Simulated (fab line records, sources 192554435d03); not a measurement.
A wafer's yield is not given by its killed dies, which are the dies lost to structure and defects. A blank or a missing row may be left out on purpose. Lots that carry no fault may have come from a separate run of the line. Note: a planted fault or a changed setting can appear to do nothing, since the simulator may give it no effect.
fab line records    flow n5_finfet
record lots=4  wafers=12  last_day=18
route steps=1938 shown FIN_SAQP@123 FIN_CUT@154 BEOL_M4@1111 PASSIVATION@1936
lots with no fault: from the same line, run without faults
start_h: the number of hours between the record's first day and the start of the first shown wafer of the lot    wait_h: hours since the lot's step before    " repeats the value in the row above    L1.1+2: several wafers, shown together as one row    - value missing, or start not given    * or withheld: withheld    < > ~ a bound
route shown NAME@n: a module of which the file shows steps, and the number in the route of the first    usual: mean/standard deviation taken from wafers without a fault    same: alike in all rows    chamber/n: place in a boat    sites: each site's reading    _std_site: the values' standard deviation    _edge_site: mean of outer sites minus mean of inner sites    radius_mm: how far each site lies from the wafer's centre    mask NAME#n: copy n    behind: the last tool/chamber to shape the wafer    hold: why the lot went on hold/how many hours it stayed there/how the hold came to an end    device: whichever transistor did not switch (one of n, p or np)    end of line: tests of these same wafers at the route's end    a step with no rows: only its recipe    killed: the dies lost at the first sort to structure and to defects; this is not the yield of the wafer    map: per-die view of a wafer (x killed, . not killed, _ where there is no die)
set.NAME: setting as actually run; set.NAME@STEP: the setting as run at that earlier step    model.NAME: the simulator's own value behind a step, which no gauge read
certain route steps with their lots: each step a table, each wafer a row
services: from which hour (start_h, from the record's first day; less than 0 if before it) a tool's chamber was out of use, for how many hours, and why
## steps
# step N5_FIN_SAQP_SRD_66
# recipe dry=ipa_marangoni  time_s=30  temp_c=23  rinse_liquid=diw
# step N5_FIN_SAQP_RECESS_75
# recipe chemistry=HF/NH3  target=SiO2  target_depth_a=144  afs_cycles=3  temp_c=30  sublimation_temp_c=180  sublimation_time_s=60
# step N5_FIN_SAQP_SPACER1_ALD_24
# recipe material=SiO2  target_thk_a=203  temp_c=300  ald_precursor_family=BDEAS  ald_co_reactant=O2-plasma  pulse_time_s=1  purge_time_s=2  co_reactant_purge_time_s=2  ald_cycles=218  pressure_torr=2
# step N5_FIN_SAQP_SPACER1_ETCHBACK_25
# recipe chemistry=CHF3/O2  mode=anisotropic_etchback  target=SiO2  target_depth_a=244  time_s=12.2  pressure_mtorr=30  source_w=650  bias_w=170  Ar_flow_sccm=200  CHF3_flow_sccm=50  O2_flow_sccm=5  ion_energy_ev=200
# step N5_FIN_SAQP_MANDREL1_REMOVE_56
# recipe chemistry=HBr/Cl2/O2  bt_time_s=10  target=a-Si  stop_on=SiNx  endpoint=OES-SiCl  over_etch_frac=1  icp_w=600  bias_w=22  HBr_flow_sccm=150  Cl2_flow_sccm=80  O2_flow_sccm=5  pressure_mtorr=10
# step N5_FIN_SAQP_ETCH_57
# recipe chemistry=CH3F/O2  target=SiNx  mask_material=SiO2  target_depth_a=325  time_s=46.4  pressure_mtorr=30  source_w=395  bias_w=73  Ar_flow_sccm=150  CH3F_flow_sccm=30  O2_flow_sccm=20  ion_energy_ev=120  ends=cleared
# step N5_FIN_SAQP_ETCH_65
# recipe chemistry=CF4  target=SiO2  target_depth_a=40  ion_energy_ev=350  time_s=4.4  pressure_mtorr=10  icp_w=800  bias_w=400  cf4_flow_sccm=80
# step N5_FIN_SAQP_MANDREL_ETCH_58
# recipe chemistry=HBr/Cl2  target=a-Si  target_depth_a=450  bt_time_s=10  stop_on=SiNx  mask_material=SiO2  over_etch_frac=0.8  time_s=27  pressure_mtorr=10  icp_w=800  bias_w=75  HBr_flow_sccm=150  Cl2_flow_sccm=80  ends=end_point
# step N5_FIN_SAQP_RECESS_63
# recipe chemistry=HF/NH3  target=SiO2  target_depth_a=180  afs_cycles=3  temp_c=30  sublimation_temp_c=180  sublimation_time_s=60
# step N5_FIN_SAQP_COAT_68
# recipe resist=SOC  temp_c=250  time_s=60  spin_rpm=1500  resist_thk_nm=100
# step N5_FIN_SAQP_ETCH_69
# recipe chemistry=N2/H2  target=SOC  target_depth_a=1500  stop_on=SiNx  ion_energy_ev=100  bias_w=61  pressure_mtorr=30  source_w=850  n2_flow_sccm=200  h2_flow_sccm=200
# step N5_FIN_SAQP_ETCH_67
# recipe chemistry=CH3F/O2  target=SiNx  target_depth_a=300  mask_material=SOC  pressure_mtorr=30  source_w=395  bias_w=73  Ar_flow_sccm=150  CH3F_flow_sccm=30  O2_flow_sccm=20  ion_energy_ev=120
# usual drypump_motor_current_A=5.6/0.53  oes_product_au=0.77/0.079  rf_vpp_V=294/7.3  showerhead_plenum_p_Torr=2.04/0.045  throttle_valve_pct=16.4/0.31
lot.wafer  tool         chamber  start_h  wait_h  drypump_motor_current_A  oes_product_au  rf_hours_counter_h  rf_vpp_V  showerhead_plenum_p_Torr  throttle_valve_pct
L530.2     rie_diel-02  1        85.15    0.0     5.7                      0.80            101                 299       2.03                      16.6
L530.3     "            3        "        "       5.3                      0.70            216                 284       2.06                      16.7
L530.5     "            0        "        "       6.1                      0.72            -                   305       2.08                      16.8
L538.1     rie_diel-02  1        133.35   0.0     5.7                      0.79            119                 296       2.02                      16.6
L538.3     "            3        "        "       5.3                      0.68            234                 284       2.05                      16.7
L538.5     "            2        "        "       5.1                      0.73            -                   293       2.08                      16.5
L540.1     rie_diel-02  2        146.42   0.0     5.1                      0.72            183                 292       2.08                      16.5
L540.4     "            1        "        "       5.7                      0.78            123                 298       2.02                      16.6
L540.6     "            2        "        "       5.1                      0.72            -                   294       2.08                      16.5
L541.3     rie_diel-05  3        150.92   0.0     5.6                      0.70            225                 302       2.05                      16.4
L541.5     "            3        "        "       5.6                      0.71            -                   299       2.05                      16.4
L541.6     "            2        "        "       6.0                      0.85            -                   281       1.96                      16.1
# step N5_FIN_SAQP_STRIP_70
# recipe chemistry=N2/H2  power_w=500  temp_c=40  pressure_mtorr=50  rf_frequency_hz=6e+07  overash_fraction=0.3  bias_power_w=28  h2_frac=0.5  n2_flow_sccm=300  h2_flow_sccm=300
# step N5_FIN_SAQP_RECESS_71
# recipe chemistry=HF/NH3  target=SiO2  target_depth_a=30  afs_cycles=1  temp_c=30  sublimation_temp_c=180  sublimation_time_s=60
# step N5_FIN_SAQP_SPACER2_ALD_28
# recipe material=SiO2  target_thk_a=81  temp_c=300  ald_precursor_family=BDEAS  ald_co_reactant=O2-plasma  pulse_time_s=1  purge_time_s=2  co_reactant_purge_time_s=2  pressure_torr=2
# step N5_FIN_SAQP_SPACER2_ETCHBACK_29
# recipe chemistry=CHF3/O2  mode=anisotropic_etchback  target=SiO2  target_depth_a=122  time_s=6.1  pressure_mtorr=30  source_w=650  bias_w=170  Ar_flow_sccm=200  CHF3_flow_sccm=50  O2_flow_sccm=5  ion_energy_ev=200
# step N5_FIN_SAQP_MANDREL2_REMOVE_60
# recipe chemistry=HBr/Cl2/O2  bt_time_s=10  target=a-Si  stop_on=SiNx  endpoint=OES-SiCl  over_etch_frac=1  icp_w=600  bias_w=22  HBr_flow_sccm=150  Cl2_flow_sccm=80  O2_flow_sccm=5  pressure_mtorr=10
# step N5_FIN_SAQP_HM_OPEN_33
# recipe chemistry=CH3F/O2  target=SiNx  mask_material=SiO2  target_depth_a=494  time_s=70.6  pressure_mtorr=30  source_w=395  bias_w=73  Ar_flow_sccm=150  CH3F_flow_sccm=30  O2_flow_sccm=20  ion_energy_ev=120  ends=cleared
# step N5_FIN_SAQP_ETCH_34
# recipe chemistry=C4F6/O2  target=SiO2  target_depth_a=450  time_s=15  ion_energy_ev=250  pressure_mtorr=30  source_w=345  bias_w=185  Ar_flow_sccm=300  C4F6_flow_sccm=10  O2_flow_sccm=10  ends=cleared
# step N5_FIN_SAQP_STRIP_77
# recipe chemistry=N2/H2  time_s=90  power_w=100  temp_c=40  pressure_mtorr=100  rf_frequency_hz=6e+07  bias_power_w=3  n2_flow_sccm=300  h2_flow_sccm=300
# step N5_FIN_SAQP_ETCH_64
# recipe chemistry=CF4  target=SiO2  target_depth_a=15  ion_energy_ev=350  pressure_mtorr=10  icp_w=800  bias_w=400  cf4_flow_sccm=80
# step N5_FIN_SAQP_FIN_ETCH_36
# recipe chemistry=HBr/Cl2/O2  target_depth_a=1200  mask_material=SiNx  time_s=50.4  bias_w=102  pressure_mtorr=10  icp_w=800  HBr_flow_sccm=150  Cl2_flow_sccm=80  O2_flow_sccm=12
# step N5_FIN_SAQP_PRECLEAN_38
# recipe chemistry=O3/DIW  time_s=45  temp_c=22  o3_ppm=10
# step N5_FIN_SAQP_PRECLEAN_45
# recipe chemistry=dHF  time_s=10  dilution=500:1  temp_c=25
# step N5_FIN_SAQP_SRD_39
# recipe dry=ipa_marangoni  time_s=30  temp_c=23  rinse_liquid=diw
# step N5_FIN_SAQP_INSPECT_40
# recipe inspect_instrument=brightfield  mode=aei
# usual raw_defect_count=241/82
lot.wafer  tool               chamber  start_h  wait_h  raw_defect_count
L530.2     defect_inspect-02  -        86.50    0.0     349
L530.3     "                  -        "        "       260
L530.5     "                  -        "        "       445
L538.1     defect_inspect-02  -        134.81   0.0     1128
L538.3     "                  -        "        "       1059
L538.5     "                  -        "        "       1055
L540.1     defect_inspect-02  -        147.77   0.0     1080
L540.4     "                  -        "        "       1033
L540.6     "                  -        "        "       1053
L541.3     defect_inspect-01  -        152.35   0.0     280
L541.5     "                  -        "        "       259
L541.6     "                  -        "        "       213
# step N5_FIN_CUT_COAT_18
# recipe resist=SOC  temp_c=250  time_s=60  spin_rpm=1500  resist_thk_nm=230
# step N5_FIN_CUT_COAT_19
# recipe resist=SiARC  temp_c=220  time_s=60  spin_rpm=1500  resist_thk_nm=20
# step N5_FIN_CUT_COAT_29
# recipe resist=underlayer  temp_c=205  time_s=60  spin_rpm=1500  resist_thk_nm=10
# step N5_FIN_CUT_COAT_02
# recipe resist=CAR-EUV  spin_rpm=1500  resist_thk_nm=30
# step N5_FIN_CUT_EBR_04
# recipe solvent=PGMEA  ebr_width_mm=1.5
# step N5_FIN_CUT_SOFTBAKE_03
# recipe temp_c=110  time_s=60  resist=CAR-EUV
# step N5_FIN_CUT_EXPOSE_05
# recipe mask_id=FIN_CUT  na=0.33  source_shape=annular  sigma_inner=0.35  sigma_outer=0.8  polarization=unpolarized  dose_mj=45.75
# step N5_FIN_CUT_PEB_06
# recipe peb_temp_c=100  peb_time_s=60  resist=CAR-EUV
# step N5_FIN_CUT_DEVELOP_07
# recipe develop_time_s=30  developer=TMAH  resist=CAR-EUV  rinse_liquid=surfactant_rinse  dry=air_spin  dev_temp_c=23
# step N5_FIN_CUT_INSPECT_10
# recipe mode=adi  inspect_instrument=brightfield
# usual raw_defect_count=44/13
lot.wafer  tool               chamber  start_h  wait_h  raw_defect_count
L530.2     defect_inspect-02  -        87.01    0.0     52
L530.3     "                  -        "        "       45
L530.5     "                  -        "        "       55
L538.1     defect_inspect-01  -        135.33   0.1     935
L538.3     "                  -        "        "       927
L538.5     "                  -        "        "       952
L540.1     defect_inspect-01  -        148.16   0.1     937
L540.4     "                  -        "        "       925
L540.6     "                  -        "        "       951
L541.3     defect_inspect-02  -        152.74   0.0     49
L541.5     "                  -        "        "       36
L541.6     "                  -        "        "       47
# step N5_BEOL_M4_RC_MEAS_101
# usual DIBL_N=36.5/2.2  DIBL_P=36.9/2.9  IOFF_N=0.17/0.044  IOFF_P=0.22/0.052  ION_N=671/16  ION_P=461/10  SS_N=71.6/0.73  SS_P=73.5/0.79  VT_N=250/4.1  VT_P=-250/4.1
lot.wafer  tool       chamber  start_h  wait_h  DIBL_N[mV/V]  DIBL_P[mV/V]  IOFF_N[nA/um]  IOFF_P[nA/um]  ION_N[uA/um]  ION_P[uA/um]  SS_N[mV/dec]  SS_P[mV/dec]  VT_N[mV]  VT_P[mV]
L530.2     prober-02  0        252.93   0.2     39.9          42.9          0.25           0.29           687           461           72.6          75.1          242       -247
L530.3     "          0        "        "       32.7          32.2          0.11           0.14           681           461           70.8          72.2          253       -256
L530.5     "          0        "        "       36.3          38.0          0.16           0.20           672           455           71.3          74.1          249       -251
L538.1     prober-01  0        297.06   0.0     37.6          37.8          0.17           0.20           676           458           72.3          73.3          249       -253
L538.3     "          0        "        "       37.8          39.2          0.18           0.23           687           466           72.4          73.8          248       -250
L538.5     "          0        "        "       37.9          39.6          0.18           0.24           679           473           71.4          74.0          246       -248
L540.1     prober-02  0        315.57   0.0     37.2          37.1          0.19           0.28           680           470           71.5          74.5          248       -243
L540.4     "          0        "        "       37.0          37.2          0.19           0.28           690           481           71.4          74.3          248       -241
L540.6     "          0        "        "       32.8          32.4          0.12           0.20           669           472           69.6          72.9          250       -244
L541.3     prober-02  0        318.53   0.3     41.2          40.4          0.23           0.27           689           464           72.2          74.5          246       -247
L541.5     "          0        "        "       36.9          34.8          0.13           0.17           645           441           71.2          73.5          254       -253
L541.6     "          0        "        "       38.1          36.7          0.14           0.20           657           452           71.9          73.2          254       -252
# step N5_PASSIVATION_PROBE_49
# usual defect_limited_yield=91.3/1.4  killed_at_M0_to_M3=36/10  killed_at_M4_up=13/5.4  killed_at_contacts=12/5.3  killed_at_front_end=39/10  killed_at_other=3.2/2.7  killed_dies=103/16  killed_open=68/13  killed_short=33/6.6  sort_bin_5_function=5.1/0.92  sort_bin_6_memory=3.3/0.68  sort_n_pass=1077/17  sort_yield_pct=91.2/1.4
# same gross_dies=1180  killed_at_back_side=0  sort_bin_4_leakage[%]=0  sort_bin_8_speed[%]=0
lot.wafer  tool       chamber  start_h  wait_h  defect_limited_yield[%]  killed_at_M0_to_M3  killed_at_M4_up  killed_at_contacts  killed_at_front_end  killed_at_other  killed_dies  killed_open  killed_short  sort_bin_5_function[%]  sort_bin_6_memory[%]  sort_n_pass  sort_yield_pct[%]
L530.2     prober-01  -        351.64   0.1     90.9                     30                  15               17                  43                   2                107          68           37            6.1                     2.6                   1073         90.9
L530.3     prober-01  -        351.69   0.1     92.1                     29                  19               9                   30                   6                93           57           33            3.8                     3.6                   1087         92.1
L530.5     prober-01  -        351.79   0.2     91.5                     37                  15               22                  25                   1                100          66           32            5.1                     3.3                   1080         91.5
L538.1     prober-01  -        416.95   0.0     80.3                     40                  21               12                  156                  4                233          88           36            10.6                    5.6                   947          80.3
L538.3     prober-01  -        417.05   0.1     83.3                     52                  6                14                  124                  1                197          83           27            8.5                     5.3                   983          83.3
L538.5     prober-01  -        417.15   0.2     80.0                     41                  5                7                   177                  6                236          64           24            11.4                    5.1                   944          80.0
L540.1     prober-01  -        429.92   0.0     81.0                     31                  15               9                   164                  5                224          60           29            11.5                    4.4                   956          81.0
L540.4     prober-01  -        430.07   0.2     81.4                     33                  20               12                  152                  2                219          73           34            11.9                    3.7                   961          81.4
L540.6     prober-01  -        430.17   0.3     79.2                     40                  11               2                   191                  2                246          56           32            13.1                    3.1                   934          79.2
L541.3     prober-01  -        430.82   0.1     93.5                     28                  11               5                   32                   1                77           43           34            4.5                     1.9                   1103         93.5
L541.5     prober-01  -        430.92   0.2     93.3                     30                  4                7                   36                   2                79           50           29            4.0                     2.7                   1101         93.3
L541.6     prober-01  -        430.97   0.3     92.3                     33                  9                11                  35                   3                91           56           28            4.3                     2.6                   1089         92.3
# killed by level:class
L530.2 MOL_CONTACT_COAG:geometric_particle:open=11 FIN_SAQP:geometric_particle:short=9 FIN_SAQP:geometric_particle:open=9 BEOL_M2:geometric_particle:open=9 STI_FIN_REVEAL:geometric_particle:open=6 MOL_CONTACT_COAG:geometric_particle:short=6 BEOL_M0:geometric_particle:open=5 BEOL_M0_SAQP:geometric_particle:open=5
L530.3 MOL_CONTACT_COAG:geometric_particle:open=8 BEOL_M2:geometric_particle:open=8 FIN_SAQP:geometric_particle:short=6 BEOL_M0_SAQP:geometric_particle:short=6 BEOL_M4:geometric_particle:open=5 FIN_SAQP:geometric_particle:open=4 STI_FIN_REVEAL:geometric_particle:open=4 BEOL_M0_SAQP:geometric_particle:open=4
L530.5 MOL_CONTACT_COAG:geometric_particle:open=18 BEOL_M0_SAQP:geometric_particle:short=9 BEOL_M0:geometric_particle:open=7 BEOL_M2:geometric_particle:open=7 DUMMY_GATE:geometric_particle:open=6 BEOL_M0_SAQP:geometric_particle:open=6 BEOL_M4:geometric_particle:open=6 FIN_SAQP:geometric_particle:open=5
L538.1 FIN_SAQP:unspecified=109 FIN_SAQP:geometric_particle:open=15 BEOL_M3:geometric_particle:open=15 MOL_CONTACT_COAG:geometric_particle:open=10 STI_FIN_REVEAL:geometric_particle:open=9 BEOL_M4:geometric_particle:open=9 FIN_SAQP:geometric_particle:short=7 GATE_CUT:geometric_particle:short=4
L538.3 FIN_SAQP:unspecified=85 BEOL_M3:geometric_particle:open=17 BEOL_M1:geometric_particle:open=11 MOL_CONTACT_COAG:geometric_particle:open=9 BEOL_M2:geometric_particle:open=9 FIN_SAQP:geometric_particle:short=8 GATE_CUT:geometric_particle:open=7 FIN_SAQP:geometric_particle:open=5
L538.5 FIN_SAQP:unspecified=146 BEOL_M3:geometric_particle:open=18 BEOL_M2:geometric_particle:open=8 FIN_SAQP:geometric_particle:open=6 STARTING-WAFER:geometric_particle:open=5 BEOL_M0_SAQP:geometric_particle:open=5 BEOL_M3:geometric_particle:short=5 MOL_CONTACT_COAG:geometric_particle:open=4
L540.1 FIN_SAQP:unspecified=133 BEOL_M2:geometric_particle:open=10 BEOL_M4:geometric_particle:open=9 MOL_CONTACT_COAG:geometric_particle:open=8 BEOL_M0_SAQP:geometric_particle:short=7 FIN_SAQP:geometric_particle:short=6 STI_FIN_REVEAL:geometric_particle:open=6 FIN_SAQP:geometric_particle:open=5
L540.4 FIN_SAQP:unspecified=108 BEOL_M4:geometric_particle:open=12 MOL_CONTACT_COAG:geometric_particle:open=10 BEOL_M0_SAQP:geometric_particle:open=8 STI_FIN_REVEAL:geometric_particle:open=7 BEOL_M0_SAQP:geometric_particle:short=7 BEOL_M1:geometric_particle:open=7 GATE_CUT:geometric_particle:short=5
L540.6 FIN_SAQP:unspecified=143 HKMG_FIN:area_etch=13 FIN_SAQP:geometric_particle:open=10 BEOL_M0_SAQP:geometric_particle:open=10 BEOL_M0_SAQP:geometric_particle:short=10 STI_FIN_REVEAL:geometric_particle:open=7 BEOL_M2:geometric_particle:open=7 GATE_CUT:geometric_particle:short=5
L541.3 BEOL_M0_SAQP:geometric_particle:short=9 BEOL_M0_SAQP:geometric_particle:open=8 ILD0:geometric_particle:short=6 BEOL_M1:geometric_particle:open=6 FIN_SAQP:geometric_particle:open=5 GATE_CUT:geometric_particle:short=5 FIN_SAQP:geometric_particle:short=4 ILD0:geometric_particle:open=4
L541.5 BEOL_M0_SAQP:geometric_particle:short=11 BEOL_M0_SAQP:geometric_particle:open=9 FIN_SAQP:geometric_particle:open=8 ILD0:geometric_particle:open=6 MOL_CONTACT_COAG:geometric_particle:open=5 FIN_SAQP:geometric_particle:short=4 STI_FIN_REVEAL:geometric_particle:open=4 STARTING-WAFER:geometric_particle:short=4
L541.6 MOL_CONTACT_COAG:geometric_particle:open=10 BEOL_M1:geometric_particle:open=10 BEOL_M0_SAQP:geometric_particle:short=9 STI_FIN_REVEAL:geometric_particle:open=7 ILD0:geometric_particle:open=6 BEOL_M0_SAQP:geometric_particle:open=6 HKMG_FIN:area_etch=6 BEOL_M1:geometric_particle:short=5
# map L538.5 (x killed, . not)
_________________......x.....________________
______________................x._____________
___________.........xx....x........__________
__________..x.x...x........x........_________
________............................x._______
_______..............x.................______
______.....x..x.................x......._____
_____..................x........x........____
____x.....x...............................___
___.............................x.xx.......__
___....x.x............x.......x..x.........__
__.x...x.x..............x...x..........xx..x_
__.........x..............................x._
_....x.......x......................x....x...
_...................x............x...........
_..x............x.....x....x...........xx..x.
_.........................x................xx
_...x...................xxx..................
_..x.....x......x.xx.xxxxxxxx.....x......x...
_.............x..x.xxxxxxxxxxx...............
_.................xxxxxxxxxxxx...........x...
__.x........x.x..xxxxxxxxxxxxxxxx.....x....._
__..............xxxxxxxxxxxxxxx...x...x....._
___............xxxxxxxxxxxxxxxx........x...__
___............x.xxxxxxxxxxxxxxxx..........__
____..x..........xxxxxxxxxxxxxx.x.........___
_____......x......xxxxxxxxxxxxx..xx......____
______...x.......x.xxxxxxxxxx..x......x._____
_______x......x.....x.x.xxx.x..x....x..______
________........x..x...xx.x..........._______
__________.x..........x....x........_________
___________.....x............x..x..__________
______________.................._____________
_________________...........x________________
# map L540.6 (x killed, . not)
_________________............________________
______________..x..............._____________
___________............x...........__________
__________...............x.........._________
________...................x........x._______
_______xx.x..................x.........______
______............xx.......x............_____
_____.......................x.......x....____
____....x...........x..xx.................___
___.......x..............................x.__
___..x.........x..x.........x......xx.....x__
__....................................x....._
__................x.................x..x...._
_..x....x................x.....x..........xx.
_........x..........x.............x....x.x...
_..x.....x.....................x....x........
_...................x.....x....x.x..........x
_x...........x.x...x.xxxx.x....x.........x.x.
_..........x....xx.xxxxxxxx..x...............
_..........x.x.....xxxxxxxxxxxx.............x
_....x............xxxxxxxxxxxxx.........xx...
__..x......x......xxxxxxxxxxxxx............._
__..............xxxxxxxxxxxxxxxx..x....x...._
___...........x..xxxxxxxxxxxxxxx.......x...__
___...............xxxxxxxxxxxxx.....x......__
____.x.....xxx...xxxxxxxxxxxxx.x.....x.x..___
_____.x............xxxxxxxxxxx.x....x..x.____
______..........x..xxxxxxxxxxxx........._____
_______.....x.....x.xxx.xx..xx.x....xx.______
________..............x.x.xxxx........_______
__________.....x..x...x.......x....._________
___________......x.................__________
______________........xx..x...x._____________
_________________.x..........________________
## services
tool         chamber  start_h  hours  kind
rie_diel-05  1        121.32   1.8    repair
## key
first_sign step=N5_FIN_SAQP_INSPECT_40  reading=raw_defect_count  direction=up  sigmas=10  usual=241  struck=1068
effect step=N5_FIN_CUT_INSPECT_10  reading=raw_defect_count  direction=up  sigmas=70  usual=44  struck=938
effect step=N5_PASSIVATION_PROBE_49  reading=killed_at_front_end  direction=up  sigmas=12  usual=39  struck=161
more_kills_born_at N5_FIN_SAQP_ETCH_67@rie_diel-02=724
met_at N5_FIN_SAQP_ETCH_67
struck_wafers L538.1,L538.3,L538.5,L540.1,L540.4,L540.6
baseline_loss step=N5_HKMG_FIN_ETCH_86  wafers=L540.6
onset_between 85.15 133.35
fault kind=chamber_particle_source  tool=rie_diel-02  chamber=-  onset_h=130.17  steps=N5_FIN_SAQP_ETCH_67  rate_per_visit_cm2=1.3844  end_h=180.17
# baseline_loss: these wafers lose ten dies or more at that step, a loss of the line's own and not of a fault; the sort's usual values leave them out
